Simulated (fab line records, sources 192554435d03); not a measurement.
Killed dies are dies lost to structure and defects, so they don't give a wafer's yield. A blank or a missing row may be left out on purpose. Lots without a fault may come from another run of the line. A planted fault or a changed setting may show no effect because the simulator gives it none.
fab line records | flow n5_finfet
record lots=5 wafers=15 last_day=18
route steps=1938 shown BEOL_M2@921 BEOL_M3@931 BEOL_M4@1111
lots that met no fault: from a run of the same line without faults
start_h: hours from the record's first day to the start of the lot's first wafer shown | wait_h: hours since the lot's step before | " the same as in the row above | L1.1+2: a row that stands for several wafers | - no value, or no start given | * or withheld: withheld | < > ~ a bound
route shown NAME@n: a module of which the file shows steps, and the number in the route of the first | usual: mean/standard deviation of fault-free wafers | same: alike in all rows | chamber/n: place in a boat | sites: the reading at each site | _std_site: their standard deviation | _edge_site: outer sites' mean less inner sites' | radius_mm: how far each site lies from the wafer's centre | mask NAME#n: copy n | behind: the tool/chamber that last shaped the wafer | hold: why the lot was held/for how many hours/how that ended | device: the transistor (n, p or np) that didn't switch | end of line: the same wafers' tests at the end of the route | a step without rows: its recipe alone | killed: dies lost to structure and defects at the first sort, not the wafer's yield | map: a wafer's dies, x killed, . not, _ none there
set.NAME: the setting as run; set.NAME@STEP: as run at that earlier step | model.NAME: the simulator's own value behind a step, which no gauge read
lots at some steps of the route; a table a step, a row a wafer
services: from which hour (start_h, from the record's first day; less than 0 if before it) a tool's chamber was out of use, for how many hours, and why
## steps
# step N5_BEOL_M2_ECD_50
# recipe material=Cu target_thk_a=3000
# step N5_BEOL_M2_ANNEAL_51
# recipe temp_c=225 time_s=90 ambient=N2
# step N5_BEOL_M2_CMP_52
# recipe stop_on=SiOC t_overpolish_s=6.8 down_force_psi=1 platen_rpm=50 clearing_platen_down_force_psi=1.5 clearing_platen_rpm=50 post_cmp_clean=cu_alkaline target_thk_nm=40 clearing_platen_pad_velocity_m_s=0.99484 pad_velocity_m_s=0.99484
# step N5_BEOL_M2_PRE_CLEAN_60
# recipe gas=NH3/H2 time_s=15 temp_c=* rf_power_w=300
# step N5_BEOL_M2_CO_CAP_55
# recipe material=Co target_thk_a=20 temp_c=200 precursor=CCTBA/H2 pressure_torr=30 time_s=102.1
# step N5_BEOL_M2_PRE_CLEAN_56
# recipe gas=NH3 time_s=15 temp_c=withheld rf_power_w=300
# step N5_BEOL_M2_DEP_57
# recipe material=SiCN target_thk_a=80 temp_c=withheld precursor=3MS/NH3 pressure_torr=3 rf_w=202 time_s=14
# step N5_BEOL_M3_ILD_DEP_00
# recipe material=SiOC target_thk_a=790 temp_c=350 precursor=DEMS/O2 pressure_torr=5 rf_w=500 time_s=15.3
# step N5_BEOL_M3_PECVD_72
# recipe material=SiO2 target_thk_a=160 temp_c=400 precursor=TEOS/O2 pressure_torr=5.5 rf_w=450 teos_flow_sccm=53.8 gas=O2 flow_sccm=3000 time_s=18
# usual heater_power_w=657/69 showerhead_plenum_p_Torr=8.79/0.065 throttle_valve_pct=22.5/1
# columns lot.wafer tool chamber start_h wait_h heater_power_w showerhead_plenum_p_Torr throttle_valve_pct model.SiO2_of_BEOL_M3_PECVD_72.thk_nm
L537.2 pecvd-02 0 182.60 0.0 745 8.83 22.8 15.8
L537.4 " 2 " " 563 8.71 21.9 25.2
L537.6 " 0 " " 755 8.83 22.8 25.4
L538.2 pecvd-02 0 187.50 0.0 666 8.83 22.7 15.8
L538.4 " 0 " " 671 8.83 22.7 25.4
L538.5 " 1 " " 651 8.78 23.3 16.4
L540.1 pecvd-02 2 200.55 0.0 622 8.70 22.0 16.2
L540.2 " 0 " " 668 8.85 22.8 16
L540.6 " 1 " " 677 8.79 23.6 25.6
L548.2 pecvd-03 2 244.86 0.0 596 8.72 22.1 15.6
L548.4 " 0 " " 691 8.87 24.5 16
L548.6 " 2 " " 596 8.73 21.7 16
L554.2 pecvd-02 1 291.58 0.0 704 8.76 22.9 15.8
L554.4 " 0 " " 745 8.83 22.7 15.8
L554.6 " 2 " " 564 8.67 22.5 16
# step N5_BEOL_M3_HM_DEP_02
# recipe material=TiN target_thk_a=200 temp_c=25 chamber_pressure_pa=0.49996
# step N5_BEOL_M3_COAT_61
# recipe resist=SOC temp_c=250 time_s=60 spin_rpm=1500 resist_thk_nm=60
# step N5_BEOL_M3_COAT_62
# recipe resist=SiARC temp_c=220 time_s=60 spin_rpm=1500 resist_thk_nm=12
# step N5_BEOL_M3_COAT_73
# recipe resist=underlayer temp_c=205 time_s=60 spin_rpm=1500 resist_thk_nm=5
# step N5_BEOL_M3_COAT_05
# recipe resist=CAR-EUV spin_rpm=1500 resist_thk_nm=30
# step N5_BEOL_M3_EBR_07
# recipe solvent=PGMEA ebr_width_mm=1.5
# step N5_BEOL_M3_SOFTBAKE_06
# recipe temp_c=110 time_s=60 resist=CAR-EUV
# step N5_BEOL_M3_EXPOSE_08
# recipe mask_id=M3 na=0.33 source_shape=dipole sigma_inner=0.369 sigma_outer=0.767 polarization=unpolarized dose_mj=33
# step N5_BEOL_M3_PEB_09
# recipe peb_temp_c=100 peb_time_s=60 resist=CAR-EUV
# step N5_BEOL_M3_DEVELOP_10
# recipe develop_time_s=30 developer=TMAH resist=CAR-EUV rinse_liquid=surfactant_rinse dry=air_spin dev_temp_c=23
# step N5_BEOL_M3_DESCUM_16
# recipe chemistry=O2 time_s=7 source_power_w=50 bias_power_w=20 pressure_mtorr=20 rf_frequency_hz=2.712e+07 temp_c=40 resist=CAR-EUV o2_flow_sccm=225
# step N5_BEOL_M3_ETCH_74
# recipe chemistry=N2/H2 target=underlayer target_depth_a=65 mask_material=CAR-EUV time_s=5.2 ion_energy_ev=200 pressure_mtorr=30 source_w=840 bias_w=150 n2_flow_sccm=200 h2_flow_sccm=200 ends=cleared
# step N5_BEOL_M3_ETCH_63
# recipe chemistry=CF4 target=SiARC target_depth_a=156 mask_material=CAR-EUV time_s=26 ion_energy_ev=80 pressure_mtorr=40 source_w=545 bias_w=36 Ar_flow_sccm=100 cf4_flow_sccm=100 ends=cleared
# step N5_BEOL_M3_ETCH_64
# recipe chemistry=N2/H2 target=SOC target_depth_a=750 overetch_a=150 mask_material=SiARC temp_c=40 time_s=112.5 ion_energy_ev=200 pressure_mtorr=30 source_w=840 bias_w=150 n2_flow_sccm=200 h2_flow_sccm=200
# step N5_BEOL_M3_STRIP_65
# recipe chemistry=N2/H2 temp_c=40 n2_flow_sccm=200 h2_flow_sccm=200 rf_frequency_hz=6e+07
# step N5_BEOL_M3_STRIP_75
# recipe chemistry=N2/H2 temp_c=40 n2_flow_sccm=200 h2_flow_sccm=200 rf_frequency_hz=6e+07
# step N5_BEOL_M3_STRIP_66
# recipe chemistry=CF4 resist=SiARC power_w=300 bias_power_w=75 pressure_mtorr=50 cf4_flow_sccm=150 rf_frequency_hz=6e+07
# step N5_BEOL_M3_HM_OPEN_17
# recipe chemistry=Cl2/BCl3 target_depth_a=200 overetch_a=60 target=TiN mask_material=SOC ion_energy_ev=150 pressure_mtorr=10 icp_w=1000 bias_w=126 Cl2_flow_sccm=53.25 bcl3_flow_sccm=21.75 Ar_flow_sccm=25
# step N5_BEOL_M3_STRIP_19
# recipe chemistry=O2 power_w=400 temp_c=40 pressure_mtorr=30 rf_frequency_hz=6e+07 bias_power_w=0 overash_fraction=0.2 o2_flow_sccm=225
# step N5_BEOL_M3_COAT_67
# recipe resist=SOC temp_c=250 time_s=60 spin_rpm=1500 resist_thk_nm=60
# step N5_BEOL_M3_COAT_68
# recipe resist=SiARC temp_c=220 time_s=60 spin_rpm=1500 resist_thk_nm=12
# step N5_BEOL_M3_COAT_76
# recipe resist=underlayer temp_c=205 time_s=60 spin_rpm=1500 resist_thk_nm=5
# step N5_BEOL_M3_COAT_22
# recipe resist=CAR-EUV spin_rpm=1500 resist_thk_nm=30
# step N5_BEOL_M3_EBR_24
# recipe solvent=PGMEA ebr_width_mm=1.5
# step N5_BEOL_M3_SOFTBAKE_23
# recipe temp_c=110 time_s=60 resist=CAR-EUV
# step N5_BEOL_M3_HM_STRIP_39
# recipe chemistry=peroxide_tin_strip material=TiN target_depth_a=250 temp_c=50 time_s=158
# columns lot.wafer tool chamber start_h wait_h model.SiO2_of_BEOL_M3_PECVD_72.thk_nm
L537.2 wet_bench-05 0 186.86 0.0 15.6
L537.4 " 5 " " 25
L537.6 " 7 " " 25.2
L538.2 wet_bench-05 2 192.12 0.0 15.6
L538.4 " 7 " " 25.2
L538.5 " 3 " " 16.2
L540.1 wet_bench-02 2 203.76 0.0 16
L540.2 " 1 " " 15.8
L540.6 " 7 " " 25.4
L548.2 wet_bench-02 7 248.14 0.0 15.4
L548.4+6 " 3,6 " " 15.8
L554.2+4 wet_bench-05 5,3 303.13 0.0 15.6
L554.6 " 7 " " 15.8
# step N5_BEOL_M3_CMP_52
# recipe stop_on=SiOC t_overpolish_s=6.8 down_force_psi=1 platen_rpm=50 clearing_platen_down_force_psi=1.5 clearing_platen_rpm=50 post_cmp_clean=cu_alkaline target_thk_nm=40 clearing_platen_pad_velocity_m_s=0.99484 pad_velocity_m_s=0.99484
# usual barrier_field_endpoint_s=24.8/0.74 clearing_platen_down_force_psi=1.4995/0.0026 edge_zone_pressure_frac=1.001/0.005 motor_current_A=6.3/0.52 overpolish_run_s=6.800/0.0084
# columns lot.wafer tool chamber start_h wait_h barrier_field_endpoint_s clearing_platen_down_force_psi edge_zone_pressure_frac motor_current_A overpolish_run_s
L537.2 cmp-03 1 192.19 0.2 24.4 1.4962 1.004 6.6 6.791
L537.4 " 2 " " 36.4 1.4996 0.997 6.4 4.790
L537.6 " 1 " " 36.3 1.4923 1.011 6.3 4.928
L538.2 cmp-03 0 197.62 0.2 25.1 1.4971 1.001 5.7 6.796
L538.4 " 1 " " 36.7 1.4951 0.989 6.6 4.504
L538.5 " 3 " " 25.6 1.4977 0.990 7.3 6.807
L540.1 cmp-02 2 208.24 0.3 23.9 1.4990 1.006 5.9 6.794
L540.2 " 3 " " 23.9 1.4957 1.001 5.7 6.790
L540.6 " 2 " " 34.7 1.4979 1.005 5.7 6.504
L548.4 cmp-03 3 253.24 0.1 24.9 1.5026 1.010 7.4 6.809
L548.2 " 0 " " 25.3 1.5031 0.996 6.0 6.797
L548.6 " 3 " " 24.8 1.4975 1.002 7.1 6.792
L554.2 cmp-02 1 307.00 0.3 23.3 1.5005 1.004 6.0 6.796
L554.4 " 3 " " 22.8 1.4963 1.005 5.8 6.816
L554.6 " 1 " " 23.6 1.5018 1.001 6.0 6.795
# step N5_BEOL_M4_RC_MEAS_101
# usual DIBL_N=35.9/1.8 DIBL_P=36.2/2 IOFF_N=0.16/0.031 IOFF_P=0.22/0.041 ION_N=676/11 ION_P=465/8.5 SS_N=71.4/0.64 SS_P=73.2/0.7 VT_N=250/3.5 VT_P=-250/3.9
# columns lot.wafer tool chamber start_h wait_h DIBL_N[mV/V] DIBL_P[mV/V] IOFF_N[nA/um] IOFF_P[nA/um] ION_N[uA/um] ION_P[uA/um] SS_N[mV/dec] SS_P[mV/dec] VT_N[mV] VT_P[mV]
L537.2 prober-02 0 203.33 0.2 37.4 37.0 0.16 0.19 670 455 71.0 73.2 250 -253
L537.4 " 0 " " 33.1 32.1 0.10 0.13 662 455 69.5 72.3 256 -258
L537.6 " 0 " " 36.3 36.7 0.15 0.19 675 463 71.3 73.1 252 -254
L538.2 prober-01 0 214.34 0.2 37.5 37.5 0.19 0.27 690 478 71.6 73.6 245 -244
L538.4 " 0 " " 33.2 31.4 0.11 0.17 669 459 70.7 71.9 254 -250
L538.5 " 0 " " 36.7 36.6 0.17 0.24 687 477 72.1 73.1 250 -248
L540.1 prober-01 0 218.67 0.0 35.2 35.4 0.14 0.22 681 472 70.6 72.7 252 -248
L540.2 " 0 " " 37.9 38.2 0.19 0.27 689 470 72.1 73.4 246 -243
L540.6 " 0 " " 34.1 34.1 0.14 0.20 676 470 71.1 73.0 251 -250
L548.2 prober-01 0 270.01 0.2 36.4 36.7 0.18 0.20 678 456 71.6 73.3 245 -249
L548.4 " 0 " " 38.6 39.7 0.24 0.25 682 462 72.3 74.4 242 -249
L548.6 " 0 " " 35.2 35.2 0.16 0.18 674 457 71.1 73.5 247 -254
L554.2 prober-02 0 321.27 0.2 38.6 38.9 0.17 0.19 665 449 71.3 73.4 251 -254
L554.4 " 0 " " 34.5 34.8 0.11 0.14 645 443 70.4 72.2 254 -258
L554.6 " 0 " " 32.4 31.9 0.09 0.12 651 448 70.3 71.7 259 -260
## services
# columns tool chamber start_h hours kind
pecvd-03 - 166.28 2.5 repair
wet_bench-02 - 194.69 1.9 pm
cmp-03 - 198.46 2.4 repair
cmp-02 - 210.90 4.0 pm
cmp-02 - 214.90 - consumable_replace:conditioner
cmp-02 - 214.90 - consumable_replace:pad
cmp-02 - 233.10 0.6 repair
pecvd-03 2 239.01 5.5 scheduled_down
pecvd-02 2 252.11 3.4 repair
pecvd-02 - 257.22 1.5 repair
cmp-03 - 266.47 0.5 repair
cmp-03 - 305.50 4.0 pm
## key
first_sign step=N5_BEOL_M3_CMP_52 reading=overpolish_run_s direction=down sigmas=99+ usual=6.800 struck=5.181
effect step=N5_BEOL_M3_CMP_52 reading=barrier_field_endpoint_s direction=up sigmas=15 usual=24.8 struck=36.1
model_effect step=N5_BEOL_M3_PECVD_72 value=SiO2_of_BEOL_M3_PECVD_72.thk_nm without=16.15 struck=25.4
model_effect step=N5_BEOL_M3_HM_STRIP_39 value=SiO2_of_BEOL_M3_PECVD_72.thk_nm without=16 struck=25.2
met_at N5_BEOL_M3_PECVD_72
struck_wafers L537.4,L537.6,L538.4,L540.6
fault kind=process_parameter_drift tool=pecvd-02 chamber=- onset_h=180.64 steps=N5_BEOL_M3_PECVD_72 channel=time_s offset=* shape=step end_h=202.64 scope=struck_wafers_only acts_in=* stated=*
